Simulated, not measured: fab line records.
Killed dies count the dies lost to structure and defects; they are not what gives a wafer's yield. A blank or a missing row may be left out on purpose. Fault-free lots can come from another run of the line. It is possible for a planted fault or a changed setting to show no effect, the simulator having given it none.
Chamber matching    flow n5 finfet    N5_BEOL_M13_ETCH_67 on rie diel-04: 4 sister chambers
The step etches SiARC in CF4, target depth 143 nm, time 238.3 s. 4 wafers are shown with their chamber, then 7 later ones without.

== EACH WAFER AND ITS CHAMBER ==
wafer   chamber  showerhead plenum p Torr (Torr)
L183.3  3        2.10
L182.3  0        2.22
L184.2  1        2.23
L184.5  2        2.18

== WAFERS WITH NO CHAMBER GIVEN ==
wafer   showerhead plenum p Torr (Torr)
L184.6  2.10
L194.2  2.18
L194.4  2.18
L194.6  2.21
L195.4  2.22
L195.5  2.09
L195.6  2.18

== WHICH CHAMBER EACH WENT THROUGH ==
wafer   from the rows above      in truth
L184.6  3                        3
L194.2  2                        2
L194.4  2                        2
L194.6  can't be placed: 0 or 1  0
L195.4  can't be placed: 0 or 1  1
L195.5  3                        3
L195.6  2                        2
Correct placement for 5 of the 7. Cannot be placed on the basis of these rows: 2; the candidates contain the true chamber in 2. Number placed wrongly: 0.
How it was worked out, from the rows above alone: a wafer's distance from a chamber is the root of the sum, over the readings, of the square of ((its reading less the chamber's mean) divided by the reading's scatter). The wafer belongs to the nearest chamber; if the next one is less than 2 further off, it can't be placed. The mean given for a chamber averages the wafers shown for that chamber. The scatter (one wafer shown for each chamber): square how far every hidden wafer sits from the nearest shown wafer, average those squares and take the square root.
